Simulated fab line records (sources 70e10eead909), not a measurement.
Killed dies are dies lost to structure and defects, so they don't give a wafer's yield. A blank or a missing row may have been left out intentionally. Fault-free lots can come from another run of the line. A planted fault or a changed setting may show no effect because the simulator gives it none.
fab line records | flow nandHarc
record: lots: 10 wafers: 30 lastDay: 24
route steps=1159 shown P_ZERO_WELL@18 END@1159
lots that met no fault: from a run of the same line without faults
startH: hours from the record's first day to the start of the lot's first wafer shown | waitH: hours since the lot's step before | " as in the row above | L1.1+2: a single row standing in for several wafers | - no value, or no start was given | * or withheld: withheld | < > ~ a bound
route shown NAME@n: names a module that has steps shown in the file, with the first one's number in the route | usual: the fault-free wafers' mean and standard deviation | same: alike in all rows | chamber/n: place in a boat | sites: per-site readings | _std_site: standard deviation of those values | _edge_site: mean of outer sites minus mean of inner sites | radiusMm: for every site, how far away it sits from the centre of the wafer | mask NAME#n: copy n | behind: the last tool/chamber to shape the wafer | hold: the reason the lot was held/the length of the hold in hours/how it ended | device: transistor that didn't switch, given as n, p or np | end of line: tests of these same wafers at the route's end | for a step that has no rows: nothing shown but its recipe | killed: not the wafer's yield, but the dies lost to structure and defects at the first sort | map: shows each die of a wafer: x if killed, . if not, _ if none is there
set.NAME: the setting as run; set.NAME@STEP: as run at that earlier step | model.NAME: the simulator's own value behind a step, which no gauge read
route steps across a sampled set of lots; one table per step, one row per wafer
services: a tool's chamber out of use, with start hour (startH, from the record's first day; less than 0 if before it), hours out, and reason
== steps ==
step: NHARC_P_ZERO_WELL_ETCH_62
recipe: targetDepthA: 130 timeS: 6.5 chf3FlowSccm: 50 arFlowSccm: 200 rfW: 500 biasW: 200 chemistry: CHF3/Ar
usual: biasW: 200.0/0.55 chamberPressureMTorr: 25.001/0.021 drypumpMotorCurrentA: 5.59/0.28 oesProductAu: 0.956/0.021 rfFwdPowerW: 488.7/2.4 rfVppV: 371.6/2.2 showerheadPlenumPTorr: 2.39/0.095 throttleValvePct: 20.215/0.0086
same: timeS: 6.5
columns lot.wafer tool chamber startH waitH biasW chamberPressureMTorr drypumpMotorCurrentA oesProductAu rfFwdPowerW rfHoursCounterH rfVppV showerheadPlenumPTorr throttleValvePct
L835.4 rieDiel-08 3 - - 200.2 24.983 6.05 0.947 490.5 4 373.4 2.48 20.203
L835.3 " 0 " " 200.7 24.984 5.55 0.968 484.5 4 374.2 2.52 20.202
L835.6 " 2 " " 199.5 25.002 5.32 0.974 489.8 - 369.3 2.28 20.219
L837.3 rieDiel-04 3 - - 199.0 24.952 5.38 0.969 489.9 7 368.4 2.22 20.207
L837.2 " 0 " " 199.7 24.993 5.81 0.979 487.8 7 372.1 2.35 20.215
L837.6 " 1 " " 200.6 25.011 5.09 0.977 488.8 - 372.6 2.51 20.231
L842.1 rieDiel-08 2 - - 199.7 24.979 5.34 0.927 488.4 7 369.2 2.27 20.229
L842.2 " 0 " " 199.5 25.051 5.58 0.933 487.8 5 374.2 2.52 20.211
L842.5 " 1 " " 200.7 24.989 5.49 0.914 485.6 - 370.6 2.35 20.217
L843.2 rieDiel-04 3 - - 199.7 24.986 5.42 0.975 488.4 10 368.0 2.22 20.234
L843.1 " 1 " " 199.3 25.013 5.08 0.971 489.5 11 373.7 2.51 20.221
L843.4 " 2 " " 200.3 25.030 5.98 0.957 486.8 11 370.8 2.36 20.212
L844.1 rieDiel-04 3 - - 200.5 25.039 5.37 0.958 486.8 10 367.6 2.22 20.215
L844.4 " 1 " " 199.5 24.979 5.09 0.941 488.8 11 373.8 2.51 20.213
L844.5 " 0 " " 200.2 24.991 5.80 0.952 493.3 - 372.0 2.35 20.218
L852.3 rieDiel-01 2 - - 200.5 25.026 5.85 0.966 485.8 8 372.6 2.46 20.217
L852.2 " 3 " " 200.0 24.977 5.12 0.951 494.1 9 374.8 2.47 20.205
L852.6 " 1 " " 200.6 25.006 5.84 0.970 486.6 - 371.8 2.46 20.213
L854.2 rieDiel-01 1 - - 200.0 25.018 5.81 0.967 488.5 9 373.5 2.46 20.226
L854.5 " 0 " " 200.6 24.998 5.63 0.997 491.7 - 370.0 2.40 20.207
L854.6 " 1 " " 200.3 25.024 5.82 0.958 486.2 - 373.5 2.46 20.223
L855.2 rieDiel-04 2 - - 199.8 24.986 6.01 0.972 489.4 1 371.7 2.36 20.214
L855.1 " 3 " " 200.1 24.985 5.39 0.949 488.6 2 368.0 2.22 20.198
L855.4 " 0 " " 199.5 25.034 5.79 0.973 492.1 1 370.3 2.35 20.220
L856.4 rieDiel-04 3 - - 200.2 24.974 5.38 0.968 489.8 2 366.7 2.22 20.230
L856.3 " 0 " " 199.8 25.026 5.80 0.981 489.4 2 372.7 2.35 20.219
L856.2 " 1 " " 200.4 24.979 5.08 0.957 489.5 1 374.7 2.50 20.221
L857.4 rieDiel-08 0 - - 201.0 24.983 5.55 0.967 488.3 0 374.3 2.52 20.211
L857.3 " 2 " " 199.8 25.007 5.33 0.960 487.0 0 368.6 2.27 20.204
L857.1 " 3 " " 200.7 24.956 6.00 0.962 490.1 0 374.2 2.48 20.222
step: NHARC_P_ZERO_WELL_EXPOSE_21
recipe: na: 0.6 targetCdNm: 720 doseMj: 22.31 maskId: P_NWELL
usual: exposureDoseMJCm2: 22.309/0.022 focusOffsetNm: 0.0/0.5
columns lot.wafer tool chamber startH waitH mask exposureDoseMJCm2 focusOffsetNm
L835.3 krfScanner-04 0 14.58 - P_NWELL#0 22.316 -0.1
L835.4 " 0 " " P_NWELL#0 22.325 0.8
L835.6 " 0 " " P_NWELL#0 22.311 0.2
L837.2 krfScanner-04 0 26.34 - P_NWELL#0 22.301 0.8
L837.3 " 0 " " P_NWELL#0 22.341 0.7
L837.6 " 0 " " P_NWELL#0 22.328 0.2
L842.1 krfScanner-02 - 56.30 - P_NWELL#0 - -
L842.2 " - " " P_NWELL#0 - -
L842.5 " - " " P_NWELL#0 - -
L843.1 krfScanner-04 - 62.32 - P_NWELL#0 - -
L843.2 " - " " P_NWELL#0 - -
L843.4 " - " " P_NWELL#0 - -
L844.1 krfScanner-02 0 68.43 - P_NWELL#0 22.318 0.0
L844.4 " 0 " " P_NWELL#0 22.281 -0.3
L844.5 " 0 " " P_NWELL#0 22.322 0.1
L852.2 krfScanner-02 0 116.50 - P_NWELL#0 22.301 -0.3
L852.3 " 0 " " P_NWELL#0 22.317 -0.7
L852.6 " 0 " " P_NWELL#0 22.276 -0.5
L854.2 krfScanner-02 0 128.45 - P_NWELL#0 22.315 0.4
L854.5 " 0 " " P_NWELL#0 22.316 -0.1
L854.6 " 0 " " P_NWELL#0 22.304 0.3
L855.1 krfScanner-02 0 134.33 - P_NWELL#0 22.308 -0.7
L855.2 " 0 " " P_NWELL#0 22.340 -0.5
L855.4 " 0 " " P_NWELL#0 22.305 -0.5
L856.2 krfScanner-02 0 140.32 - P_NWELL#0 22.289 0.5
L856.3 " 0 " " P_NWELL#0 22.316 0.8
L856.4 " 0 " " P_NWELL#0 22.299 1.1
L857.1 krfScanner-04 0 146.49 - P_NWELL#0 22.302 0.7
L857.3 " 0 " " P_NWELL#0 22.315 -0.4
L857.4 " 0 " " P_NWELL#0 22.333 0.1
step: NHARC_P_ZERO_WELL_CD_MEAS_24
recipe: targetCdNm: 720 landingEnergyEv: 500
usual: cdNm: 718.9/2.2
columns lot.wafer tool chamber startH waitH cdNm
L835.3 cdSem-01 0 14.74 - 723.9
L835.4 " 0 " " 722.6
L835.6 " 0 " " 718.9
L837.2 cdSem-02 0 26.50 - 723.0
L837.3 " 0 " " 721.5
L837.6 " 0 " " 717.3
L842.1 cdSem-01 0 56.47 - -
L842.2 " 0 " " -
L842.5 " 0 " " -
L843.1 cdSem-02 0 62.47 - -
L843.2 " 0 " " -
L843.4 " 0 " " -
L844.1 cdSem-02 0 68.59 - 719.0
L844.4 " 0 " " 718.0
L844.5 " 0 " " 718.0
L852.2 cdSem-01 0 116.65 - 718.9
L852.3 " 0 " " 715.4
L852.6 " 0 " " 716.9
L854.2 cdSem-03 0 128.61 - 718.0
L854.5 " 0 " " 719.9
L854.6 " 0 " " 720.6
L855.1 cdSem-02 0 134.48 - 718.4
L855.2 " 0 " " 719.3
L855.4 " 0 " " 720.3
L856.2 cdSem-02 0 140.47 - 715.2
L856.3 " 0 " " 716.8
L856.4 " 0 " " 716.4
L857.1 cdSem-03 0 146.65 - 720.8
L857.3 " 0 " " 719.0
L857.4 " 0 " " 718.6
step: NHARC_P_ZERO_WELL_DESCUM_26
recipe: timeS: 3 o2FlowSccm: 200 arFlowSccm: 0 biasPowerW: 0 chemistry: O2
usual: chamberPressureMTorr: 60.00/0.053 drypumpMotorCurrentA: 5.6/0.31 oesProductAu: 0.996/0.009 rfVppV: 58.0/0.89 showerheadPlenumPTorr: 1.96/0.077 throttleValvePct: 11.310/0.0091
same: timeS: 3
columns lot.wafer tool chamber startH waitH chamberPressureMTorr drypumpMotorCurrentA oesProductAu rfHoursCounterH rfVppV showerheadPlenumPTorr throttleValvePct
L835.3 rieDiel-08 1 14.89 - 60.02 5.6 0.995 5 58.9 1.92 11.316
L835.4 " 3 " " 59.98 6.0 0.983 4 57.6 2.03 11.305
L835.6 " 1 " " 60.03 5.6 0.991 - 57.1 1.92 11.307
L837.3 rieDiel-04 1 26.67 - 60.01 5.1 0.988 7 59.1 2.05 11.307
L837.2 " 3 " " 60.03 5.4 1.002 7 56.8 1.81 11.296
L837.6 " 0 " " 60.02 5.8 1.007 - 57.6 1.92 11.305
L842.2 rieDiel-04 1 56.63 - 59.99 5.1 0.994 11 59.1 2.05 11.300
L842.1 " 2 " " 59.94 6.0 0.994 10 58.9 1.93 11.316
L842.5 " 1 " " 60.12 5.1 0.991 - 56.5 2.05 11.298
L843.1 rieDiel-04 2 62.63 - 59.97 6.0 1.006 11 56.8 1.93 11.298
L843.4 " 3 " " 60.03 5.4 1.003 10 56.2 1.81 11.321
L843.2 " 1 " " 59.96 5.1 1.003 11 57.6 2.05 11.304
L844.1 rieDiel-01 3 68.76 - 60.02 5.1 0.990 7 59.0 2.02 11.311
L844.4 " 1 " " 59.99 5.8 0.996 6 58.3 2.02 11.311
L844.5 " 2 " " 59.97 5.8 0.982 - 59.3 2.01 11.309
L852.3 rieDiel-08 0 116.84 - 60.04 5.6 1.005 9 58.7 2.07 11.302
L852.2 " 1 " " 60.05 5.6 0.989 12 57.8 1.92 11.314
L852.6 " 3 " " 60.07 6.0 0.982 - 57.8 2.03 11.308
L854.2 rieDiel-01 3 128.80 - 60.06 5.1 0.989 10 59.0 2.02 11.307
L854.6 " 0 " " 59.97 5.6 1.013 - 58.8 1.96 11.319
L854.5 " 1 " " 60.02 5.8 0.989 - 58.7 2.01 11.314
L855.2 rieDiel-08 0 134.64 - 59.99 5.6 1.012 0 58.5 2.07 11.306
L855.4 " 1 " " 59.96 5.6 0.999 0 57.3 1.92 11.296
L855.1 " 3 " " 59.97 6.0 1.002 0 59.0 2.03 11.307
L856.2 rieDiel-04 0 140.63 - 60.02 5.8 0.996 2 58.1 1.92 11.301
L856.4 " 1 " " 59.96 5.1 0.989 1 58.0 2.05 11.317
L856.3 " 2 " " 60.01 6.0 0.998 1 56.4 1.93 11.314
L857.3 rieDiel-04 1 146.81 - 60.04 5.1 0.988 2 59.0 2.05 11.305
L857.1 " 2 " " 60.02 6.0 1.000 2 57.5 1.93 11.310
L857.4 " 3 " " 59.97 5.4 0.997 2 56.3 1.81 11.302
step: NHARC_P_ZERO_WELL_DESCUM_54
recipe: timeS: 3 o2FlowSccm: 200 arFlowSccm: 0 biasPowerW: 0 chemistry: O2
usual: chamberPressureMTorr: 60.00/0.055 drypumpMotorCurrentA: 5.6/0.3 oesProductAu: 0.996/0.0099 rfVppV: 58.2/0.89 showerheadPlenumPTorr: 1.98/0.067 throttleValvePct: 11.310/0.0079
same: timeS: 3
columns lot.wafer tool chamber startH waitH chamberPressureMTorr drypumpMotorCurrentA oesProductAu rfHoursCounterH rfVppV showerheadPlenumPTorr throttleValvePct
L835.4 rieDiel-08 0 18.06 - 59.97 5.6 1.005 4 59.4 2.07 11.313
L835.3 " 1 " " 60.03 5.5 0.992 5 58.6 1.92 11.306
L835.6 " 1 " " 59.93 5.6 0.998 - 57.9 1.92 11.297
L837.3 rieDiel-04 1 29.96 - 59.93 5.1 0.988 7 58.8 2.05 11.301
L837.2 " 2 " " 60.06 6.0 0.999 7 59.5 1.93 11.317
L837.6 " 1 " " 60.01 5.1 0.995 - 57.5 2.05 11.318
L842.2 rieDiel-08 2 59.82 - 60.05 5.3 1.003 7 57.6 1.85 11.294
L842.1 " 3 " " 60.09 6.0 0.974 7 59.4 2.03 11.329
L842.5 " 1 " " 59.96 5.5 0.987 - 57.5 1.92 11.317
L843.4 rieDiel-01 3 65.80 - 59.95 5.1 0.988 7 57.8 2.02 11.323
L843.1 " 0 " " 59.98 5.6 1.003 7 56.9 1.96 11.321
L843.2 " 1 " " 59.92 5.8 0.994 6 57.6 2.02 11.316
L844.4 rieDiel-01 1 72.03 - 60.05 5.8 1.001 7 58.9 2.02 11.311
L844.1 " 2 " " 60.05 5.8 0.984 6 58.8 2.01 11.313
L844.5 " 0 " " 59.99 5.6 1.004 - 57.6 1.96 11.320
L852.3 rieDiel-01 3 120.09 - 60.02 5.1 0.994 9 58.4 2.02 11.319
L852.2 " 1 " " 59.99 5.8 0.985 9 57.5 2.01 11.309
L852.6 " 0 " " 60.06 5.6 1.008 - 58.4 1.96 11.319
L854.2 rieDiel-04 3 131.85 - 60.04 5.4 0.995 1 57.1 1.81 11.317
L854.5 " 0 " " 60.00 5.8 1.000 - 59.8 1.92 11.305
L854.6 " 1 " " 60.00 5.1 0.985 - 58.5 2.05 11.305
L855.2 rieDiel-08 3 137.80 - 60.04 6.1 0.998 0 58.8 2.03 11.310
L855.4 " 1 " " 59.87 5.5 0.992 0 59.8 1.92 11.311
L855.1 " 2 " " 59.88 5.3 0.995 0 56.1 1.85 11.319
L856.4 rieDiel-08 1 143.80 - 60.01 5.6 0.996 0 57.3 1.92 11.300
L856.2 " 2 " " 60.06 5.3 0.996 0 58.4 1.85 11.310
L856.3 " 0 " " 59.91 5.6 1.012 0 58.3 2.07 11.321
L857.3 rieDiel-01 2 150.01 - 60.00 5.8 0.984 0 59.2 2.01 11.314
L857.4 " 0 " " 60.05 5.6 0.992 0 58.9 1.96 11.303
L857.1 " 1 " " 60.00 5.8 0.979 0 58.4 2.01 11.306
step: NHARC_P_ZERO_WELL_INSPECT_43
usual: rawDefectCount: 15/8.6
columns lot.wafer tool chamber startH waitH hold rawDefectCount
L835.3 defectInspect-01 - 19.73 0.4 - 20
L835.4 " - " " - 6
L835.6 " - " " - 9
L837.2 defectInspect-02 - 31.63 0.5 - 26
L837.3 " - " " - 18
L837.6 " - " " - 22
L842.1 defectInspect-01 - 61.48 0.6 awaitDispo/0.2h/release 1123
L842.2 " - " " awaitDispo/0.2h/release 1045
L842.5 " - " " awaitDispo/0.2h/release 1106
L842.1 defectInspect-01 - 61.65 0.2 - 1135
L842.2 " - " " - 1034
L842.5 " - " " - 1124
L843.1 defectInspect-02 - 67.61 0.6 awaitDispo/0.2h/release 1098
L843.2 " - " " awaitDispo/0.2h/release 1096
L843.4 " - " " awaitDispo/0.2h/release 1104
L843.1 defectInspect-02 - 67.78 0.2 - 1103
L843.2 " - " " - 1116
L843.4 " - " " - 1102
L844.1 defectInspect-02 - 73.69 0.6 - 15
L844.4 " - " " - 33
L844.5 " - " " - 43
L852.2 defectInspect-01 - 121.75 0.5 - 12
L852.3 " - " " - 7
L852.6 " - " " - 23
L854.2 defectInspect-01 - 133.47 0.5 - 7
L854.5 " - " " - 23
L854.6 " - " " - 19
L855.1 defectInspect-01 - 139.46 0.6 - 17
L855.2 " - " " - 13
L855.4 " - " " - 19
L856.2 defectInspect-02 - 145.46 0.5 - 17
L856.3 " - " " - 19
L856.4 " - " " - 12
L857.1 defectInspect-02 - 151.71 0.6 - 5
L857.3 " - " " - 18
L857.4 " - " " - 1
step: NHARC_END_SORT_01
recipe: tempC: 25
usual: defectLimitedYield: 95.7/1.5 killedAtArray: 25/9.5 killedAtOther: 0.8/1.2 killedAtPeriphery: 3.4/2.2 killedDies: 29/10 killedOpen: 3.3/1.8 killedShort: 2.1/1.4 sort_bin_2_pct: 1.4/0.63 sort_bin_3_pct: 0.22/0.2 sort_bin_4_pct: 2.7/0.96 sortNPass: 648/10 sortRimYieldPct: 95.6/2.8 sortYieldPct: 95.7/1.5
same: grossDies: 677 sort_bin_5_pct[%]: 0 sort_bin_6_pct[%]: 0 sort_bin_7_pct[%]: 0 sort_bin_8_pct[%]: 0 sortRimNGross: 106.00
columns lot.wafer tool chamber startH waitH defectLimitedYield[%] killedAtArray killedAtOther killedAtPeriphery killedDies killedOpen killedShort sort_bin_2_pct[%] sort_bin_3_pct[%] sort_bin_4_pct[%] sortNPass sortRimYieldPct[%] sortYieldPct[%]
L835.3 prober-02 0 451.10 3.2 96.2 24 0 2 26 5 2 1.5 0.15 2.2 651 95.3 96.2
L835.4 prober-02 0 451.90 3.4 97.2 16 2 1 19 5 1 0.7 0 2.1 658 91.5 97.2
L835.6 prober-02 0 453.51 4.0 95.7 27 0 2 29 6 1 1.8 0.44 2.1 648 96.2 95.7
L837.2 prober-02 0 465.93 2.8 95.6 25 0 5 30 3 1 1.0 0.15 3.2 647 93.4 95.6
L837.3 prober-02 0 466.73 3.1 95.1 30 0 3 33 2 2 1.6 0.44 2.8 644 89.6 95.1
L837.6 prober-02 0 469.14 4.0 95.3 28 0 4 32 6 1 1.8 0.15 2.8 645 97.2 95.3
L844.1 prober-01 0 503.06 2.5 96.6 16 0 7 23 1 1 1.2 0 2.2 654 96.2 96.6
L844.4 prober-01 0 505.45 3.4 94.8 26 0 9 35 3 1 1.9 0 3.2 642 95.3 94.8
L844.5 prober-01 0 506.25 3.7 95.3 25 0 7 32 4 2 1.6 0 3.1 645 99.1 95.3
L852.2 prober-01 0 536.12 2.8 95.4 27 0 4 31 3 1 1.3 0 3.2 646 88.7 95.4
L852.3 prober-01 0 536.91 3.1 93.8 33 3 6 42 5 4 0.9 0.30 5.0 635 98.1 93.8
L852.6 prober-01 0 539.29 4.0 93.2 40 4 2 46 4 1 2.7 0.15 4.0 631 96.2 93.2
L854.2 prober-01 0 562.03 2.8 94.7 30 0 6 36 2 2 1.5 0.30 3.5 641 91.5 94.7
L854.5 prober-01 0 564.39 3.6 95.0 31 0 3 34 3 3 1.3 0.30 3.4 643 96.2 95.0
L854.6 prober-01 0 565.18 3.9 95.1 25 2 6 33 5 2 1.6 0.30 3.0 644 92.5 95.1
L855.1 prober-01 0 575.70 2.5 93.8 40 0 2 42 1 3 1.9 0.44 3.8 635 93.4 93.8
L855.2 prober-01 0 576.49 2.8 92.6 45 1 4 50 2 2 2.7 0.30 4.4 627 94.3 92.6
L855.4 prober-01 0 578.07 3.4 91.9 44 2 9 55 5 1 1.9 0.44 5.8 622 97.2 91.9
L857.1 prober-02 0 583.51 2.5 95.0 31 1 2 34 3 2 1.8 0.59 2.7 643 97.2 95.0
L857.3 prober-02 0 585.10 3.1 96.3 22 0 3 25 5 2 0.9 0 2.8 652 97.2 96.3
L857.4 prober-02 0 585.89 3.4 95.1 29 2 2 33 4 4 1.0 0 3.8 644 90.6 95.1
L856.2 prober-01 0 584.26 2.8 97.0 14 0 6 20 4 0 1.3 0 1.6 657 97.2 97.0
L856.3 prober-01 0 585.05 3.1 95.3 26 2 4 32 4 2 1.3 0 3.4 645 97.2 95.3
L856.4 prober-01 0 585.84 3.4 97.3 15 0 3 18 5 0 1.0 0.30 1.3 659 95.3 97.3
killed by level:class
L835.3 A_SLIT:chamberFilmFlake=10 A_STAIRCASE:chamberFilmFlake=3 A_CONTACT:chamberFilmFlake=3 P_CONTACT:geometricParticle:open=2 A_CONTACT:geometricParticle:open=2 A_SOURCE_PLATE:geometricParticle:short=1 A_BLC:geometricParticle:short=1 A_M1:geometricParticle:open=1
L835.4 A_SLIT:chamberFilmFlake=3 A_STAIRCASE:chamberFilmFlake=3 A_CHANNEL_HOLE_D1:chamberFilmFlake=2 A_CHANNEL_FILL_D1:chamberFilmFlake=2 P_CONTACT:geometricParticle:open=1 A_SOURCE_PLATE:geometricParticle:short=1 A_SGD_CUT:geometricParticle:open=1 A_WL_FILL:geometricParticle:open=1
L835.6 A_SLIT:chamberFilmFlake=12 A_STAIRCASE:chamberFilmFlake=6 A_CHANNEL_HOLE_D1:chamberFilmFlake=2 P_M2:geometricParticle:open=1 A_SGD_CUT:geometricParticle:open=1 A_SLIT:geometricParticle:open=1 A_WL_FILL:geometricParticle:short=1 A_CONTACT:geometricParticle:open=1
L837.2 A_CHANNEL_HOLE_D1:chamberFilmFlake=12 A_SLIT:chamberFilmFlake=8 A_STAIRCASE:chamberFilmFlake=2 P_GATE:geometricParticle:short=1 P_M1:geometricParticle:open=1 P_BONDPAD:geometricParticle:open=1 A_CHANNEL_HOLE_D1:geometricParticle:open=1 P_GATE:chamberFilmFlake=1
L837.3 A_CHANNEL_HOLE_D1:chamberFilmFlake=16 A_SLIT:chamberFilmFlake=8 A_CONTACT:chamberFilmFlake=2 P_M0:geometricParticle:short=1 P_M0:geometricParticle:open=1 A_SGD_CUT:geometricParticle:short=1 A_M0:geometricParticle:open=1 P_STI:chamberFilmFlake=1
L837.6 A_CHANNEL_HOLE_D1:chamberFilmFlake=14 A_SLIT:chamberFilmFlake=6 A_WL_FILL:geometricParticle:open=2 A_CONTACT:chamberFilmFlake=2 P_GATE:geometricParticle:open=1 P_CONTACT:geometricParticle:short=1 P_M0:geometricParticle:open=1 A_CONTACT:geometricParticle:open=1
L844.1 A_CHANNEL_HOLE_D1:chamberFilmFlake=11 P_CONTACT:chamberFilmFlake=3 P_STI:chamberFilmFlake=2 A_CONTACT:chamberFilmFlake=2 A_CONTACT:geometricParticle:open=1 A_BLC:geometricParticle:short=1 P_ZERO_WELL:chamberFilmFlake=1 P_GATE:chamberFilmFlake=1
L844.4 A_CHANNEL_HOLE_D1:chamberFilmFlake=17 P_CONTACT:chamberFilmFlake=7 A_CONTACT:chamberFilmFlake=3 A_CHANNEL_HOLE_D1:geometricParticle:short=1 A_CHANNEL_FILL_D1:geometricParticle:open=1 A_BLC:geometricParticle:open=1 A_M0:geometricParticle:open=1 P_STI:chamberFilmFlake=1
L844.5 A_CHANNEL_HOLE_D1:chamberFilmFlake=18 A_CONTACT:chamberFilmFlake=2 P_CONTACT:geometricParticle:open=1 P_M1:geometricParticle:short=1 P_M2:geometricParticle:open=1 A_CHANNEL_FILL_D1:geometricParticle:open=1 A_SGD_CUT:geometricParticle:short=1 A_M0:geometricParticle:open=1
L852.2 A_SLIT:chamberFilmFlake=9 A_CHANNEL_HOLE_D1:chamberFilmFlake=7 A_CONTACT:chamberFilmFlake=4 A_CONTACT:geometricParticle:open=2 P_GATE:chamberFilmFlake=2 A_ZERO_WELL:chamberFilmFlake=2 A_CHANNEL_FILL_D1:geometricParticle:open=1 A_CONTACT:geometricParticle:short=1
L852.3 A_SLIT:chamberFilmFlake=15 A_CHANNEL_HOLE_D1:chamberFilmFlake=6 A_CONTACT:chamberFilmFlake=5 P_GATE:chamberFilmFlake=3 THIN_TSV:chamberFilmFlake=3 A_CONTACT:geometricParticle:open=2 A_M0:geometricParticle:short=2 P_GATE:geometricParticle:open=1
L852.6 A_SLIT:chamberFilmFlake=18 A_CHANNEL_HOLE_D1:chamberFilmFlake=10 A_CONTACT:chamberFilmFlake=3 THIN_TSV:chamberFilmFlake=3 A_CONTACT:geometricParticle:open=2 P_GATE:chamberFilmFlake=2 A_STAIRCASE:chamberFilmFlake=2 A_WL_FILL:geometricParticle:open=1
L854.2 A_CHANNEL_HOLE_D1:chamberFilmFlake=10 A_SLIT:chamberFilmFlake=8 P_GATE:chamberFilmFlake=4 A_BLC:chamberFilmFlake=4 A_STAIRCASE:chamberFilmFlake=2 P_GATE:geometricParticle:open=1 A_ONON_D1:geometricParticle:short=1 A_CONTACT:geometricParticle:open=1
L854.5 A_SLIT:chamberFilmFlake=16 A_CHANNEL_HOLE_D1:chamberFilmFlake=3 A_STAIRCASE:chamberFilmFlake=3 P_M2:geometricParticle:short=1 A_ONON_D1:geometricParticle:short=1 A_WL_FILL:geometricParticle:short=1 A_CONTACT:geometricParticle:open=1 A_M0:geometricParticle:open=1
L854.6 A_SLIT:chamberFilmFlake=7 P_GATE:chamberFilmFlake=4 A_CHANNEL_HOLE_D1:chamberFilmFlake=3 A_CHANNEL_FILL_D1:chamberFilmFlake=3 A_CONTACT:chamberFilmFlake=3 STARTING-WAFER:geometricParticle:open=2 A_ZERO_WELL:chamberFilmFlake=2 A_M0:chamberFilmFlake=2
L855.1 A_CHANNEL_HOLE_D1:chamberFilmFlake=24 A_SLIT:chamberFilmFlake=6 A_STAIRCASE:chamberFilmFlake=3 A_CONTACT:chamberFilmFlake=2 A_ONON_D1:geometricParticle:short=1 A_ONON_D1:geometricParticle:open=1 A_STAIRCASE:geometricParticle:short=1 A_WL_FILL:geometricParticle:short=1
L855.2 A_CHANNEL_HOLE_D1:chamberFilmFlake=22 A_SLIT:chamberFilmFlake=15 A_CONTACT:chamberFilmFlake=4 P_ZERO_WELL:chamberFilmFlake=2 P_GATE:geometricParticle:open=1 A_WL_FILL:geometricParticle:short=1 A_CONTACT:geometricParticle:short=1 A_M0:geometricParticle:open=1
L855.4 A_CHANNEL_HOLE_D1:chamberFilmFlake=17 A_SLIT:chamberFilmFlake=17 P_ZERO_WELL:chamberFilmFlake=5 A_STAIRCASE:chamberFilmFlake=3 A_CONTACT:chamberFilmFlake=3 A_CHANNEL_FILL_D1:chamberFilmFlake=2 P_GATE:geometricParticle:open=1 P_CONTACT:geometricParticle:open=1
L857.1 A_SLIT:chamberFilmFlake=16 A_CHANNEL_HOLE_D1:chamberFilmFlake=5 A_CONTACT:chamberFilmFlake=4 A_WL_FILL:chamberFilmFlake=2 P_M0:geometricParticle:open=1 A_WL_FILL:geometricParticle:short=1 A_WL_FILL:geometricParticle:open=1 P_ZERO_WELL:chamberFilmFlake=1
L856.2 A_CHANNEL_HOLE_D1:chamberFilmFlake=9 P_M1:chamberFilmFlake=4 A_STAIRCASE:chamberFilmFlake=2 P_M1:geometricParticle:open=1 P_M2:geometricParticle:open=1 A_CONTACT:geometricParticle:open=1 A_M0:geometricParticle:open=1 A_CONTACT:chamberFilmFlake=1
L856.3 A_CHANNEL_HOLE_D1:chamberFilmFlake=12 A_CONTACT:chamberFilmFlake=5 A_STAIRCASE:chamberFilmFlake=3 A_BLC:geometricParticle:open=2 P_M1:chamberFilmFlake=2 THIN_TSV:chamberFilmFlake=2 P_GATE:geometricParticle:open=1 A_SOURCE_PLATE:geometricParticle:short=1
L857.3 A_SLIT:chamberFilmFlake=14 A_CHANNEL_HOLE_D1:chamberFilmFlake=4 P_CONTACT:geometricParticle:open=2 A_WL_FILL:geometricParticle:short=2 P_M2:geometricParticle:open=1 A_SGD_CUT:geometricParticle:open=1 A_WL_FILL:geometricParticle:open=1
L856.4 A_CHANNEL_HOLE_D1:chamberFilmFlake=8 P_M1:chamberFilmFlake=3 A_ONON_D1:geometricParticle:open=2 A_CONTACT:geometricParticle:open=1 A_BLC:geometricParticle:open=1 A_M0:geometricParticle:open=1 A_STAIRCASE:chamberFilmFlake=1 A_SLIT:chamberFilmFlake=1
L857.4 A_SLIT:chamberFilmFlake=8 A_CONTACT:chamberFilmFlake=7 A_CHANNEL_HOLE_D1:chamberFilmFlake=6 A_WL_FILL:geometricParticle:short=2 A_BLC:geometricParticle:open=2 THIN_TSV:chamberFilmFlake=2 P_M0:geometricParticle:open=1 A_ONON_D1:geometricParticle:short=1
== services ==
columns tool chamber startH hours kind
rieDiel-04 0 -7.10 - clean
rieDiel-04 1 -7.10 - clean
rieDiel-04 2 -7.10 - clean
rieDiel-04 3 -7.10 - clean
rieDiel-08 2 -5.34 7.6 repair
rieDiel-01 1 2.89 1.9 repair
krfScanner-04 - 4.69 2.6 repair
rieDiel-04 0 17.43 - clean
rieDiel-04 1 17.43 - clean
rieDiel-04 2 17.43 - clean
rieDiel-04 3 17.43 - clean
rieDiel-04 3 29.25 2.6 repair
rieDiel-04 0 33.17 12.5 repair
rieDiel-08 0 37.74 15.8 repair
krfScanner-02 - 38.00 4.0 pm
rieDiel-04 1 41.93 - clean
rieDiel-04 2 41.93 - clean
rieDiel-04 3 41.93 - clean
rieDiel-04 0 66.43 - clean
rieDiel-04 - 111.90 9.0 pm
rieDiel-08 - 124.80 9.0 pm
krfScanner-04 - 126.25 4.0 pm
rieDiel-01 - 137.82 9.0 pm
krfScanner-04 - 138.07 1.1 repair
== key ==
firstSign: step: NHARC_P_ZERO_WELL_EXPOSE_21 reading: toolRecord direction: missing
effect: step: NHARC_P_ZERO_WELL_CD_MEAS_24 reading: cdNm direction: missing
effect: step: NHARC_P_ZERO_WELL_INSPECT_43 reading: rawDefectCount direction: up sigmas: 99+ usual: 15 struck: 1095
metAt NHARC_P_ZERO_WELL_EXPOSE_21
struckLots L842,L843
scrappedBehind NHARC_P_ZERO_WELL_INSPECT_43 L842.1,L842.2,L842.5,L843.1,L843.2,L843.4
notActingAt NHARC_P_ZERO_WELL_ETCH_62,NHARC_P_ZERO_WELL_DESCUM_26,NHARC_P_ZERO_WELL_DESCUM_54
onsetBetween 26.34 56.30
fault: kind: skippedStepWhole tool: krfScanner-02,krfScanner-04 chamber: - onsetH: 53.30 steps: NHARC_P_ZERO_WELL_EXPOSE_21 scope: struckLotsOnly
